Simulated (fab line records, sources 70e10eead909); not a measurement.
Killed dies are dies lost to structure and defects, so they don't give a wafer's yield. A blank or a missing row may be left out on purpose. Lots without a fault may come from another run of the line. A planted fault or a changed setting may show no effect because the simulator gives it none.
fab line records | flow nand_harc
record lots=24 wafers=72 last_day=34
route steps=1302 shown A_ZERO_WELL@404 A_ONON_D1@437 A_CHANNEL_HOLE_D1@450
lots that met no fault: from a run of the same line without faults
start_h: hours from the record's first day to the start of the lot's first wafer shown | wait_h: hours since the lot's step before | " the same as in the row above | L1.1+2: a row that stands for several wafers | - no value, or no start given | * or withheld: withheld | < > ~ a bound
route shown NAME@n: a module of which the file shows steps, and the number in the route of the first | usual: mean/standard deviation of fault-free wafers | same: alike in all rows | chamber/n: place in a boat | sites: the reading at each site | _std_site: their standard deviation | _edge_site: outer sites' mean less inner sites' | radius_mm: how far each site lies from the wafer's centre | mask NAME#n: copy n | behind: the tool/chamber that last shaped the wafer | hold: why the lot was held/for how many hours/how that ended | device: the transistor (n, p or np) that didn't switch | end of line: the same wafers' tests at the end of the route | a step without rows: its recipe alone | killed: dies lost to structure and defects at the first sort, not the wafer's yield | map: a wafer's dies, x killed, . not, _ none there
set.NAME: the setting as run; set.NAME@STEP: as run at that earlier step | model.NAME: the simulator's own value behind a step, which no gauge read
steps of the route over a sample of lots; a table a step, a row a wafer
services: from which hour (start_h, from the record's first day; less than 0 if before it) a tool's chamber was out of use, for how many hours, and why
## steps
# step NHARC_A_ZERO_WELL_ETCH_19
# recipe target_depth_a=800 overetch_a=240 time_s=87.88 ion_energy_ev=200 n2_flow_sccm=150 h2_flow_sccm=150 ar_flow_sccm=0 rf_w=400 bias_w=150 chemistry=N2/H2
# usual bias_w=150.1/0.47 drypump_motor_current_A=5.7/0.5 oes_product_au=0.998/0.01 rf_vpp_V=430.4/2.6 showerhead_plenum_p_Torr=2.04/0.081 throttle_valve_pct=14.172/0.0095
# columns lot.wafer tool chamber start_h wait_h bias_w drypump_motor_current_A oes_product_au rf_hours_counter_h rf_vpp_V showerhead_plenum_p_Torr throttle_valve_pct
L075.3 rie_diel-11 3 146.88 0.1 149.9 5.9 1.002 1 430.6 2.02 14.175
L075.2 " 0 " " 150.2 5.4 1.007 2 435.0 2.18 14.186
L075.6 " 3 " " 150.0 5.9 1.002 - 430.0 2.03 14.165
L074.2 rie_diel-11 2 147.55 0.1 149.6 6.5 1.003 1 430.5 2.04 14.168
L074.4 " 1 " " 150.4 5.1 1.009 1 428.2 2.00 14.165
L074.5 " 3 " " 150.5 5.9 1.006 - 428.2 2.02 14.170
L076.3 rie_diel-02 1 160.98 0.3 150.3 5.3 1.018 18 426.8 1.92 14.154
L076.2 " 2 " " 150.7 5.8 0.991 19 427.3 2.00 14.171
L076.1 " 0 " " 150.3 5.2 1.012 19 430.3 2.04 14.166
L077.4 rie_diel-11 1 178.70 0.1 149.2 5.1 0.994 3 429.5 2.00 14.168
L077.1 " 2 " " 149.5 6.6 0.996 3 430.3 2.04 14.171
L077.5 " 1 " " 150.0 5.1 0.998 - 430.5 2.00 14.178
L078.2 rie_diel-11 2 181.56 0.1 150.4 6.6 0.989 3 429.5 2.04 14.163
L078.4 " 3 " " 150.0 5.9 0.989 3 431.7 2.02 14.188
L078.6 " 0 " " 150.5 5.4 1.003 - 436.0 2.18 14.176
L079.4 rie_diel-11 3 190.93 0.1 149.3 5.9 0.993 4 431.0 2.02 14.176
L079.2 " 0 " " 150.7 5.4 1.008 3 434.9 2.18 14.178
L079.1 " 1 " " 150.9 5.1 1.000 3 428.4 2.00 14.173
L080.2 rie_diel-11 0 201.04 0.1 150.2 5.4 0.996 3 435.0 2.18 14.177
L080.1 " 2 " " 150.0 6.5 0.995 4 429.5 2.04 14.172
L080.6 " 3 " " 149.8 5.9 0.987 - 430.5 2.02 14.166
L081.1 rie_diel-11 2 209.25 0.1 150.9 6.6 0.991 4 429.2 2.04 14.172
L081.4 " 0 " " 149.4 5.4 1.003 3 434.6 2.18 14.178
L081.3 " 1 " " 150.3 5.2 1.000 3 428.8 2.00 14.180
L082.4 rie_diel-11 3 218.21 0.1 150.3 5.9 1.003 5 430.8 2.02 14.172
L082.5 " 2 " " 150.3 6.6 0.995 - 431.8 2.04 14.178
L082.6 " 3 " " 150.9 5.9 1.006 - 428.3 2.02 14.183
L083.3 rie_diel-11 0 224.31 0.1 149.7 5.4 1.009 4 433.3 2.18 14.170
L083.5 " 3 " " 150.1 5.9 1.012 - 430.9 2.02 14.177
L083.6 " 0 " " 149.4 5.4 1.013 - 433.7 2.18 14.163
L084.2 rie_diel-02 2 238.07 0.1 149.5 5.8 1.012 2 430.1 2.00 14.155
L084.6 " 3 " " 150.2 6.1 0.987 - 424.1 1.88 14.193
L084.5 " 0 " " 150.7 5.2 0.984 - 430.7 2.03 14.162
L085.3 rie_diel-11 0 244.87 0.1 149.9 5.4 1.016 4 434.6 2.18 14.179
L085.4 " 2 " " 149.7 6.6 0.978 5 431.5 2.04 14.174
L085.5 " 0 " " 149.8 5.4 1.007 - 433.7 2.18 14.170
L086.1 rie_diel-11 2 267.97 0.1 150.1 6.5 1.004 0 430.0 2.04 14.173
L086.3 " 3 " " 149.7 5.9 0.992 0 429.7 2.02 14.154
L086.6 " 1 " " 149.8 5.1 0.979 - 430.2 2.00 14.182
L087.1 rie_diel-11 1 284.18 0.1 150.7 5.1 0.982 0 429.6 2.00 14.182
L087.3 " 2 " " 150.5 6.5 1.013 0 429.3 2.04 14.184
L087.5 " 0 " " 150.8 5.4 0.996 - 433.0 2.18 14.171
L088.1 rie_diel-11 0 285.22 0.1 151.3 5.4 0.994 0 434.7 2.18 14.162
L088.4 " 1 " " 149.8 5.1 0.990 0 429.5 2.00 14.187
L088.3 " 2 " " 149.8 6.6 1.005 0 430.2 2.04 14.172
L089.4 rie_diel-02 2 296.14 0.1 150.7 5.8 1.012 15 429.1 1.99 14.152
L089.2 " 0 " " 149.6 5.2 0.982 17 432.0 2.03 14.170
L089.3 " 1 " " 150.2 5.3 0.995 16 426.9 1.92 14.171
L090.1 rie_diel-11 3 305.91 0.1 149.7 5.9 0.995 1 431.5 2.02 14.163
L090.2 " 1 " " 150.0 5.1 0.992 1 429.7 2.00 14.166
L090.6 " 2 " " 150.0 6.5 1.015 - 430.8 2.04 14.182
L091.2 rie_diel-02 0 319.49 0.1 150.4 5.2 0.996 21 429.3 2.03 14.166
L091.4 " 2 " " 149.7 5.9 1.018 - 428.6 1.99 14.176
L091.5 " 0 " " 150.7 5.2 0.992 - 431.0 2.03 14.168
L092.4 rie_diel-11 1 327.33 0.1 150.4 5.1 0.990 2 429.0 2.00 14.175
L092.2 " 3 " " 149.3 5.9 1.002 2 429.3 2.02 14.186
L092.1 " 0 " " 149.5 5.4 0.999 3 435.5 2.18 14.151
L093.4 rie_diel-11 3 334.42 0.1 150.8 5.9 1.009 3 430.3 2.02 14.181
L093.3 " 1 " " 149.2 5.1 0.990 2 429.3 2.00 14.183
L093.5 " 3 " " 150.8 5.9 0.999 - 429.6 2.02 14.177
L094.3 rie_diel-02 3 338.32 0.3 149.8 6.1 0.986 22 425.6 1.87 14.171
L094.1 " 0 " " 149.7 5.2 0.988 25 430.1 2.03 14.182
L094.4 " 0 " " 149.7 5.2 0.988 - 430.8 2.03 14.165
L095.4 rie_diel-11 0 349.75 0.1 150.3 5.4 0.993 3 435.1 2.17 14.156
L095.6 " 3 " " 150.1 5.9 0.995 - 429.5 2.02 14.168
L095.5 " 0 " " 150.4 5.4 0.983 - 434.1 2.17 14.171
L096.2 rie_diel-11 1 359.43 0.1 150.4 5.1 0.973 3 429.0 2.00 14.163
L096.1 " 3 " " 150.2 5.9 1.014 4 430.6 2.02 14.151
L096.5 " 1 " " 150.6 5.2 0.986 - 430.0 2.00 14.181
L097.4 rie_diel-02 0 364.27 0.1 150.8 5.2 0.994 31 429.6 2.02 14.181
L097.2 " 1 " " 150.1 5.3 0.996 30 426.0 1.91 14.175
L097.6 " 2 " " 149.8 5.8 1.011 - 428.9 1.99 14.172
# step NHARC_A_ONON_D1_THK_MEAS_18
# recipe thk_meas_gauge=ellipsometry
# usual thk_nm=1000/10
# columns lot.wafer tool chamber start_h wait_h thk_nm
L075.2 film_metro-01 - 178.82 - 982
L075.3 " - " " 982
L075.6 " - " " 982
L074.2 film_metro-02 - 178.84 - 1010
L074.4 " - " " 1008
L074.5 " - " " 1009
L076.1 film_metro-02 - 194.32 - 997
L076.2 " - " " 998
L076.3 " - " " 995
L077.1 film_metro-02 - 212.58 - 1010
L077.4 " - " " 1010
L077.5 " - " " 1008
L078.2 film_metro-01 - 212.58 - 992
L078.4 " - " " 995
L078.6 " - " " 995
L079.1 film_metro-02 - 230.14 - 982
L079.2 " - " " 983
L079.4 " - " " 983
L080.1 film_metro-02 - 236.20 - 1013
L080.2 " - " " 1011
L080.6 " - " " 1013
L081.1 film_metro-01 - 244.03 - 996
L081.3 " - " " 995
L081.4 " - " " 995
L082.4 film_metro-02 - 250.92 - 992
L082.5 " - " " 990
L082.6 " - " " 991
L083.3 film_metro-02 - 258.19 - 1002
L083.5 " - " " 1003
L083.6 " - " " 1002
L084.2 film_metro-02 - 272.47 - 1029
L084.5 " - " " 1027
L084.6 " - " " 1027
L085.3 film_metro-02 - 280.06 - 996
L085.4 " - " " 996
L085.5 " - " " 994
L086.1 film_metro-01 - 300.60 - 994
L086.3 " - " " 991
L086.6 " - " " 991
L088.1 film_metro-02 - 322.49 - 1003
L088.3 " - " " 1003
L088.4 " - " " 1002
L087.1 film_metro-01 - 322.50 - 992
L087.3 " - " " 992
L087.5 " - " " 991
L089.2 film_metro-01 - 331.50 - 1007
L089.3 " - " " 1007
L089.4 " - " " 1008
L090.1 film_metro-01 - 338.93 - 1016
L090.2 " - " " 1016
L090.6 " - " " 1016
L091.2 film_metro-02 - 351.96 - 1007
L091.4 " - " " 1008
L091.5 " - " " 1003
L092.1 film_metro-01 - 359.93 - 999
L092.2 " - " " 1000
L092.4 " - " " 1001
L093.3 film_metro-02 - 369.16 - 999
L093.4 " - " " 1002
L093.5 " - " " 1002
L094.1 film_metro-01 - 369.17 - 997
L094.3 " - " " 997
L094.4 " - " " 996
L095.4 film_metro-01 - 387.38 - 996
L095.5 " - " " 998
L095.6 " - " " 999
L096.1 film_metro-01 - 391.24 - 1002
L096.2 " - " " 1002
L096.5 " - " " 1002
L097.2 film_metro-02 - 399.49 - 998
L097.4 " - " " 1000
L097.6 " - " " 997
# step NHARC_A_CHANNEL_HOLE_D1_DEP_00
# recipe target_thk_a=31000 temp_c=400 material=aC
# usual susceptor_temp_C=400.04/0.21 throttle_valve_pct=35.000/0.0094
# columns lot.wafer tool chamber start_h wait_h susceptor_temp_C throttle_valve_pct
L075.2 acl_dep-01 0 182.01 0.4 - 35.000
L075.3 " 0 " " - 35.001
L075.6 " 0 " " - 34.992
L074.2 acl_dep-02 0 182.17 0.4 400.15 35.015
L074.4 " 0 " " 399.71 35.009
L074.5 " 0 " " 399.94 35.010
L076.1 acl_dep-03 0 199.95 2.8 400.20 34.998
L076.2 " 0 " " 400.16 34.992
L076.3 " 0 " " 400.51 35.012
L077.1 acl_dep-03 0 215.64 0.1 399.84 35.002
L077.4 " 0 " " 399.70 34.985
L077.5 " 0 " " 400.03 34.996
L078.2 acl_dep-02 0 215.79 0.4 400.16 35.006
L078.4 " 0 " " 400.33 35.002
L078.6 " 0 " " 400.26 35.000
L079.1 acl_dep-01 0 233.01 0.1 400.03 35.006
L079.2 " 0 " " 400.37 34.997
L079.4 " 0 " " 399.71 35.009
L080.1 acl_dep-01 0 239.07 0.1 399.84 34.991
L080.2 " 0 " " 399.95 35.015
L080.6 " 0 240.66 1.6 399.69 34.997
L081.1 acl_dep-01 0 250.22 3.4 400.40 34.992
L081.3 " 0 " " 399.92 34.992
L081.4 " 0 " " 400.30 34.993
L082.4 acl_dep-01 0 258.15 3.9 400.13 34.974
L082.5 " 0 " " 399.63 34.990
L082.6 " 0 " " 399.75 34.992
L083.3 acl_dep-01 0 263.55 2.4 399.96 34.984
L083.5 " 0 " " 399.96 34.998
L083.6 " 0 " " 400.01 35.005
L084.2 acl_dep-03 0 282.07 6.8 399.97 34.992
L084.5 " 0 " " 399.92 34.999
L084.6 " 0 " " 400.25 35.005
L085.3 acl_dep-01 0 286.37 3.4 400.26 35.000
L085.4 " 0 " " 400.27 35.007
L085.5 " 0 " " 399.93 34.998
L086.1 acl_dep-01 0 309.59 6.2 - 34.999
L086.3 " 0 " " - 35.004
L086.6 " 0 " " - 34.999
L088.1 acl_dep-03 0 325.37 0.1 399.98 35.001
L088.3 " 0 " " 400.17 34.986
L088.4 " 0 " " 400.01 34.983
L087.1 acl_dep-01 0 326.00 0.7 400.37 34.994
L087.3 " 0 " " 400.14 35.011
L087.5 " 0 " " 400.11 35.008
L089.2 acl_dep-03 0 334.71 0.4 400.27 34.994
L089.3 " 0 " " 400.08 35.010
L089.4 " 0 " " 400.15 34.988
L090.1 acl_dep-03 0 344.73 3.0 - 34.990
L090.2 " 0 " " - 34.995
L090.6 " 0 346.30 4.6 - 35.007
L091.2 acl_dep-01 0 355.52 0.8 400.44 34.992
L091.4 " 0 " " 400.04 35.014
L091.5 " 0 " " 399.97 35.002
L092.1 acl_dep-03 0 362.79 0.1 - 35.001
L092.2 " 0 " " - 35.004
L092.4 " 0 " " - 35.009
L094.1 acl_dep-03 0 372.12 0.1 - 35.004
L094.3 " 0 " " - 34.981
L094.4 " 0 " " - 35.001
L093.3 acl_dep-02 0 373.79 1.7 - 34.994
L093.4 " 0 " " - 35.013
L093.5 " 0 " " - 35.007
L095.4 acl_dep-02 0 391.60 1.4 - 35.015
L095.5 " 0 " " - 34.996
L095.6 " 0 " " - 35.002
L096.1 acl_dep-03 0 394.14 0.1 399.92 35.020
L096.2 " 0 " " 399.79 34.985
L096.5 " 0 " " 400.06 34.988
L097.2 acl_dep-02 0 402.69 0.4 - 35.002
L097.4 " 0 " " - 35.001
L097.6 " 0 " " - 35.018
# step NHARC_A_CHANNEL_HOLE_D1_INSPECT_12
# usual raw_defect_count=6/3.3
# columns lot.wafer tool chamber start_h wait_h raw_defect_count
L075.2 defect_inspect-02 - 184.39 0.0 2
L075.3 " - " " 2
L075.6 " - " " 4
L074.2 defect_inspect-01 - 184.64 0.0 5
L074.4 " - " " 4
L074.5 " - " " 6
L076.1 defect_inspect-01 - 202.72 0.0 5
L076.2 " - " " 9
L076.3 " - " " 6
L078.2 defect_inspect-02 - 218.25 0.0 8
L078.4 " - " " 6
L078.6 " - " " 13
L077.1 defect_inspect-01 - 218.44 0.0 6
L077.4 " - " " 5
L077.5 " - " " 5
L079.1 defect_inspect-01 - 235.72 0.0 8
L079.2 " - " " 6
L079.4 " - " " 7
L080.1 defect_inspect-01 - 241.92 0.0 10
L080.2 " - " " 6
L080.6 " - " " 6
L081.1 defect_inspect-01 - 252.87 0.0 7
L081.3 " - " " 7
L081.4 " - " " 4
L082.4 defect_inspect-02 - 260.07 0.0 4
L082.5 " - " " 5
L082.6 " - " " 3
L083.3 defect_inspect-01 - 265.79 0.0 17
L083.5 " - " " 7
L083.6 " - " " 19
L084.2 defect_inspect-01 - 284.54 0.0 8
L084.5 " - " " 6
L084.6 " - " " 6
L085.3 defect_inspect-01 - 288.50 0.0 6
L085.4 " - " " 9
L085.5 " - " " 7
L086.1 defect_inspect-01 - 312.34 0.0 6
L086.3 " - " " 3
L086.6 " - " " 3
L088.1 defect_inspect-01 - 328.12 0.0 2
L088.3 " - " " 3
L088.4 " - " " 4
L087.1 defect_inspect-01 - 328.77 0.0 13
L087.3 " - " " 3
L087.5 " - " " 7
L089.2 defect_inspect-01 - 337.17 0.0 10
L089.3 " - " " 3
L089.4 " - " " 9
L090.1 defect_inspect-01 - 347.38 0.0 9
L090.2 " - " " 5
L090.6 " - " " 3
L091.2 defect_inspect-02 - 358.00 0.0 6
L091.4 " - " " 15
L091.5 " - " " 2
L092.1 defect_inspect-02 - 365.54 0.0 6
L092.2 " - " " 18
L092.4 " - " " 2
L094.1 defect_inspect-02 - 374.75 0.0 7
L094.3 " - " " 6
L094.4 " - " " 5
L093.3 defect_inspect-02 - 375.91 0.0 4
L093.4 " - " " 9
L093.5 " - " " 6
L095.4 defect_inspect-02 - 393.41 0.0 7
L095.5 " - " " 6
L095.6 " - " " 8
L096.1 defect_inspect-02 - 396.90 0.0 9
L096.2 " - " " 10
L096.5 " - " " 5
L097.2 defect_inspect-01 - 405.23 0.0 5
L097.4 " - " " 6
L097.6 " - " " 9
# step NHARC_A_CHANNEL_HOLE_D1_ETCH_39
# recipe target_depth_a=2600 over_etch_frac=0.3 time_s=325 ion_energy_ev=200 n2_flow_sccm=150 h2_flow_sccm=150 ar_flow_sccm=0 rf_w=400 bias_w=150 chemistry=N2/H2
# usual bias_w=150.0/0.51 drypump_motor_current_A=5.9/0.46 oes_product_au=0.998/0.012 rf_vpp_V=430.6/2.5 showerhead_plenum_p_Torr=2.04/0.083 throttle_valve_pct=14.172/0.0079
# columns lot.wafer tool chamber start_h wait_h bias_w drypump_motor_current_A oes_product_au rf_hours_counter_h rf_vpp_V showerhead_plenum_p_Torr throttle_valve_pct
L075.3 rie_diel-06 2 - - 149.7 6.7 0.972 3 429.1 1.95 14.176
L075.2 " 1 " " 149.7 5.7 0.999 4 432.2 2.14 14.169
L075.6 " 2 " " 149.2 6.7 0.983 - 428.6 1.95 14.162
L074.4 rie_diel-12 3 - - 151.2 5.1 0.999 32 428.0 1.95 14.153
L074.2 " 1 " " 150.5 5.2 1.019 26 424.8 1.89 14.161
L074.5 " 2 " " 149.4 5.6 0.992 - 432.2 2.11 14.159
L076.2 rie_diel-06 3 - - 150.1 5.9 0.995 2 430.0 2.02 14.164
L076.1 " 1 " " 150.5 5.7 1.007 6 434.3 2.14 14.156
L076.3 " 2 " " 149.8 6.7 1.000 5 426.8 1.95 14.174
L078.4 rie_diel-06 3 - - 149.7 5.9 1.007 4 431.2 2.01 14.168
L078.2 " 0 " " 149.3 5.9 0.999 8 431.1 2.08 14.163
L078.6 " 1 " " 149.6 5.7 1.003 - 434.1 2.14 14.158
L077.4 rie_diel-12 1 - - 149.9 5.2 1.021 40 425.8 1.88 14.172
L077.1 " 3 " " 149.9 5.1 1.014 45 426.7 1.95 14.172
L077.5 " 1 " " 150.1 5.2 1.028 - 425.6 1.88 14.177
L079.4 rie_diel-06 0 - - 150.1 5.9 1.017 9 431.6 2.08 14.166
L079.2 " 1 " " 149.3 5.7 1.005 9 433.3 2.14 14.183
L079.1 " 2 " " 150.9 6.7 0.986 8 428.2 1.94 14.176
L080.2 rie_diel-06 1 - - 150.1 5.7 1.006 9 435.1 2.14 14.171
L080.1 " 3 " " 150.1 5.9 1.002 6 429.9 2.01 14.173
L080.6 " 1 " " 150.0 5.7 1.004 - 432.6 2.14 14.179
L081.4 rie_diel-06 1 - - 149.9 5.7 1.004 10 433.8 2.14 14.177
L081.1 " 2 " " 150.1 6.7 0.985 9 426.6 1.94 14.175
L081.3 " 3 " " 150.3 5.9 1.004 7 428.6 2.01 14.176
L082.4 rie_diel-12 2 - - 150.5 5.6 0.986 52 432.0 2.10 14.178
L082.6 " 0 " " 150.6 6.0 0.979 - 435.2 2.18 14.177
L082.5 " 1 " " 149.1 5.1 1.015 - 426.0 1.88 14.181
L083.3 rie_diel-06 0 - - 150.2 5.9 1.010 11 430.7 2.08 14.175
L083.6 " 3 " " 149.6 5.9 1.014 - 429.4 2.01 14.175
L083.5 " 0 " " 149.1 5.9 1.010 - 431.7 2.08 14.172
L084.2 rie_diel-06 0 - - 149.1 5.9 1.006 13 431.2 2.08 14.174
L084.6 " 2 " " 150.6 6.7 0.998 - 428.8 1.94 14.164
L084.5 " 3 " " 149.6 5.9 1.009 - 430.2 2.01 14.155
L085.4 rie_diel-12 2 - - 149.8 5.6 1.015 6 432.5 2.10 14.177
L085.3 " 3 " " 150.3 5.1 1.008 6 428.3 1.94 14.177
L085.5 " 2 " " 150.2 5.6 1.014 - 431.2 2.10 14.185
L086.3 rie_diel-12 0 - - 150.8 6.1 0.990 10 434.5 2.18 14.183
L086.1 " 1 " " 150.4 5.2 1.033 10 436.5 2.21 14.181
L086.6 " 0 " " 150.2 6.0 0.994 - 433.6 2.18 14.160
L088.3 rie_diel-06 3 - - 149.7 5.9 1.010 0 428.6 2.01 14.178
L088.4 " 0 " " 150.3 5.9 0.989 0 431.1 2.08 14.170
L088.1 " 2 " " 150.5 6.7 1.004 0 427.3 1.94 14.161
L087.1 rie_diel-05 2 - - 149.7 6.7 0.991 36 430.9 2.02 14.158
L087.3 " 3 " " 150.3 5.3 0.978 33 428.7 1.96 14.179
L087.5 " 0 " " 149.9 5.4 0.991 - 432.0 2.08 14.167
L089.4 rie_diel-06 3 - - 149.9 5.9 0.997 2 429.3 2.01 14.166
L089.2 " 1 " " 150.5 5.7 0.991 1 432.6 2.13 14.161
L089.3 " 2 " " 150.8 6.7 0.985 1 427.4 1.94 14.170
L090.2 rie_diel-06 0 - - 151.4 5.9 0.984 2 433.5 2.08 14.175
L090.1 " 1 " " 150.7 5.7 0.992 2 432.7 2.13 14.170
L090.6 " 0 " " 150.4 5.9 0.987 - 430.6 2.08 14.166
L091.4 rie_diel-06 0 - - 149.9 5.9 0.983 3 431.9 2.08 14.169
L091.2 " 1 " " 149.3 5.7 0.991 3 432.6 2.13 14.184
L091.5 " 3 " " 149.6 5.9 0.990 - 430.3 2.01 14.178
L092.1 rie_diel-06 3 - - 151.0 5.9 0.993 4 430.4 2.01 14.175
L092.2 " 0 " " 150.0 5.9 0.981 4 432.0 2.08 14.182
L092.4 " 2 " " 150.6 6.7 0.991 4 426.9 1.94 14.185
L094.4 rie_diel-06 0 - - 150.3 5.9 0.991 6 430.5 2.07 14.169
L094.1 " 1 " " 149.5 5.7 1.000 5 432.4 2.13 14.172
L094.3 " 2 " " 149.6 6.7 0.993 5 429.2 1.94 14.175
L093.3 rie_diel-06 2 - - 150.1 6.7 1.001 6 428.5 1.94 14.174
L093.4 " 3 " " 149.9 5.9 0.999 6 430.2 2.01 14.160
L093.5 " 1 " " 149.2 5.7 0.998 - 433.9 2.13 14.178
L095.4 rie_diel-06 2 - - 149.7 6.7 0.981 7 428.2 1.94 14.176
L095.5 " 1 " " 150.6 5.7 1.003 - 432.3 2.13 14.182
L095.6 " 2 " " 149.9 6.7 0.991 - 426.7 1.94 14.164
L096.2 rie_diel-06 3 - - 149.6 5.9 1.008 8 429.0 2.01 14.181
L096.1 " 1 " " 150.4 5.7 1.000 8 432.3 2.13 14.170
L096.5 " 2 " " 149.6 6.7 0.988 - 427.8 1.94 14.163
L097.2 rie_diel-06 2 - - 150.3 6.7 0.985 9 427.9 1.94 14.174
L097.4 " 3 " " 149.2 5.9 1.014 - 430.0 2.01 14.165
L097.6 " 0 " " 150.2 5.9 1.003 - 431.6 2.07 14.179
# step NHARC_A_CHANNEL_HOLE_D1_ETCH_34
# recipe target_depth_a=1540 time_s=77 cf4_flow_sccm=100 chf3_flow_sccm=30 ar_flow_sccm=0 rf_w=500 bias_w=200 chemistry=CF4/CHF3
# usual bias_w=200.1/0.58 drypump_motor_current_A=5.9/0.48 oes_product_au=0.941/0.023 rf_vpp_V=370.8/2.2 showerhead_plenum_p_Torr=1.58/0.061 throttle_valve_pct=16.803/0.0087
# columns lot.wafer tool chamber start_h wait_h bias_w drypump_motor_current_A oes_product_au rf_hours_counter_h rf_vpp_V showerhead_plenum_p_Torr throttle_valve_pct
L075.2 rie_diel-06 0 - - 200.3 5.9 0.959 4 370.8 1.60 16.806
L075.3 " 1 " " 200.5 5.6 0.967 4 373.1 1.64 16.802
L075.6 " 2 " " 200.0 6.7 0.953 - 368.4 1.51 16.805
L074.2 rie_diel-12 0 - - 201.1 6.1 0.910 27 373.9 1.68 16.802
L074.4 " 2 " " 199.9 5.6 0.922 27 371.9 1.62 16.811
L074.5 " 3 " " 199.8 5.1 0.924 - 368.7 1.51 16.800
L076.1 rie_diel-06 3 - - 200.8 5.9 0.919 2 368.9 1.56 16.798
L076.2 " 0 " " 199.7 5.9 0.917 6 373.1 1.60 16.801
L076.3 " 1 " " 199.1 5.6 0.934 6 372.8 1.64 16.794
L078.2 rie_diel-06 2 - - 201.0 6.7 0.915 7 368.3 1.51 16.799
L078.4 " 0 " " 200.4 5.9 0.921 8 372.3 1.60 16.815
L078.6 " 2 " " 200.4 6.7 0.924 - 368.9 1.51 16.794
L077.4 rie_diel-12 1 - - 199.8 5.2 0.984 40 367.7 1.46 16.809
L077.1 " 3 " " 199.6 5.1 0.968 45 368.6 1.51 16.821
L077.5 " 1 " " 200.3 5.1 0.976 - 366.0 1.46 16.808
L079.4 rie_diel-06 2 - - 200.6 6.7 0.947 8 369.7 1.51 16.800
L079.1 " 3 " " 200.0 5.9 0.961 5 370.2 1.56 16.802
L079.2 " 0 " " 199.7 5.9 0.936 9 372.4 1.60 16.809
L080.1 rie_diel-06 3 - - 199.3 5.9 0.931 6 370.4 1.56 16.807
L080.2 " 0 " " 200.1 5.9 0.933 9 371.9 1.60 16.793
L080.6 " 3 " " 199.1 5.9 0.923 - 370.3 1.56 16.804
L081.1 rie_diel-06 2 - - 199.0 6.7 0.970 9 368.0 1.51 16.825
L081.3 " 3 " " 200.7 5.9 0.981 7 370.6 1.56 16.803
L081.4 " 1 " " 200.9 5.7 0.955 10 373.1 1.64 16.796
L082.4 rie_diel-12 0 - - 200.5 6.1 0.914 50 373.4 1.68 16.808
L082.6 " 0 " " 200.7 6.1 0.923 - 374.7 1.68 16.797
L082.5 " 1 " " 201.5 5.2 0.939 - 363.6 1.46 16.801
L083.3 rie_diel-06 2 - - 200.2 6.7 0.938 11 369.6 1.51 16.792
L083.6 " 0 " " 199.8 5.9 0.943 - 371.2 1.60 16.802
L083.5 " 1 " " 200.5 5.7 0.946 - 372.1 1.64 16.802
L084.2 rie_diel-06 1 - - 199.9 5.7 0.916 13 371.9 1.64 16.821
L084.5 " 0 " " 200.1 5.9 0.925 - 373.2 1.60 16.801
L084.6 " 1 " " 199.1 5.7 0.926 - 372.1 1.64 16.812
L085.3 rie_diel-12 1 - - 199.7 5.1 0.997 4 373.8 1.70 16.799
L085.4 " 3 " " 200.0 5.1 0.969 6 368.4 1.50 16.809
L085.5 " 1 " " 200.0 5.2 0.990 - 374.7 1.70 16.792
L086.1 rie_diel-12 1 - - 199.4 5.2 0.985 10 375.3 1.70 16.810
L086.3 " 0 " " 199.7 6.1 0.973 10 374.1 1.67 16.804
L086.6 " 1 " " 199.9 5.2 0.995 - 373.6 1.70 16.818
L088.1 rie_diel-06 2 - - 200.6 6.7 0.944 0 367.0 1.50 16.797
L088.4 " 3 " " 198.3 5.9 0.958 1 369.2 1.55 16.818
L088.3 " 0 " " 199.9 5.9 0.956 1 372.9 1.60 16.808
L087.3 rie_diel-05 2 - - 200.1 6.7 0.931 36 370.6 1.56 16.799
L087.1 " 3 " " 200.4 5.3 0.964 33 369.1 1.52 16.803
L087.5 " 3 " " 199.5 5.2 0.959 - 367.5 1.52 16.805
L089.4 rie_diel-06 0 - - 200.7 5.9 0.944 2 371.3 1.60 16.807
L089.3 " 1 " " 199.6 5.7 0.943 1 372.0 1.64 16.805
L089.2 " 3 " " 201.2 5.9 0.979 2 369.3 1.55 16.798
L090.1 rie_diel-06 2 - - 200.2 6.7 0.941 2 368.8 1.50 16.804
L090.2 " 3 " " 200.7 5.9 0.951 3 370.4 1.55 16.802
L090.6 " 2 " " 200.4 6.7 0.939 - 368.9 1.50 16.792
L091.4 rie_diel-06 2 - - 200.0 6.7 0.965 3 367.9 1.50 16.794
L091.2 " 3 " " 199.9 5.9 0.969 4 368.7 1.55 16.813
L091.5 " 2 " " 200.4 6.7 0.966 - 368.7 1.50 16.810
L092.1 rie_diel-06 2 - - 200.1 6.7 0.915 4 368.3 1.50 16.797
L092.2 " 3 " " 199.7 5.9 0.912 4 370.0 1.55 16.813
L092.4 " 1 " " 200.5 5.7 0.917 4 371.7 1.64 16.796
L094.3 rie_diel-06 1 - - 200.0 5.7 0.933 5 372.7 1.64 16.804
L094.4 " 2 " " 199.8 6.7 0.921 5 368.3 1.50 16.810
L094.1 " 3 " " 199.6 5.9 0.925 6 369.1 1.55 16.789
L093.3 rie_diel-06 1 - - 200.5 5.7 0.924 6 374.1 1.64 16.807
L093.4 " 2 " " 199.4 6.7 0.917 6 368.3 1.50 16.804
L093.5 " 0 " " 198.9 5.9 0.917 - 371.3 1.60 16.809
L095.4 rie_diel-06 1 - - 201.1 5.7 0.926 7 373.5 1.64 16.801
L095.6 " 0 " " 200.0 5.9 0.916 - 371.4 1.60 16.806
L095.5 " 1 " " 200.9 5.7 0.922 - 372.8 1.64 16.804
L096.2 rie_diel-06 0 - - 199.8 5.9 0.921 8 372.0 1.60 16.793
L096.1 " 2 " " 200.5 6.7 0.915 8 367.4 1.50 16.812
L096.5 " 0 " " 200.2 5.9 0.921 - 371.5 1.60 16.809
L097.2 rie_diel-06 3 - - 199.1 5.9 0.926 9 371.7 1.55 16.820
L097.4 " 3 " " 198.4 5.9 0.932 - 370.4 1.55 16.797
L097.6 " 2 " " 199.7 6.7 0.909 - 367.8 1.50 16.785
## services
# columns tool chamber start_h hours kind
rie_diel-06 - 130.20 9.0 pm
rie_diel-12 2 147.36 13.4 repair
rie_diel-06 2 150.80 9.8 repair
rie_diel-11 0 153.95 9.1 repair
rie_diel-06 3 158.73 35.5 repair
rie_diel-11 0 174.34 1.4 repair
rie_diel-06 2 177.92 1.8 repair
rie_diel-12 2 178.74 2.1 repair
acl_dep-03 - 181.06 0.6 repair
acl_dep-01 - 187.86 13.0 pm
rie_diel-11 1 195.61 6.0 repair
rie_diel-11 3 254.01 6.0 repair
rie_diel-11 - 255.50 9.0 pm
rie_diel-12 2 261.52 4.8 repair
rie_diel-12 - 269.93 9.0 pm
rie_diel-11 - 288.08 0.7 repair
rie_diel-06 3 291.71 6.7 repair
acl_dep-03 - 298.04 13.0 pm
rie_diel-06 - 307.21 9.0 pm
rie_diel-11 1 320.26 4.7 repair
rie_diel-12 3 338.90 21.6 repair
acl_dep-01 - 369.12 13.0 pm
rie_diel-11 2 385.28 13.1 repair
rie_diel-06 1 403.52 15.9 repair
## key
fault none
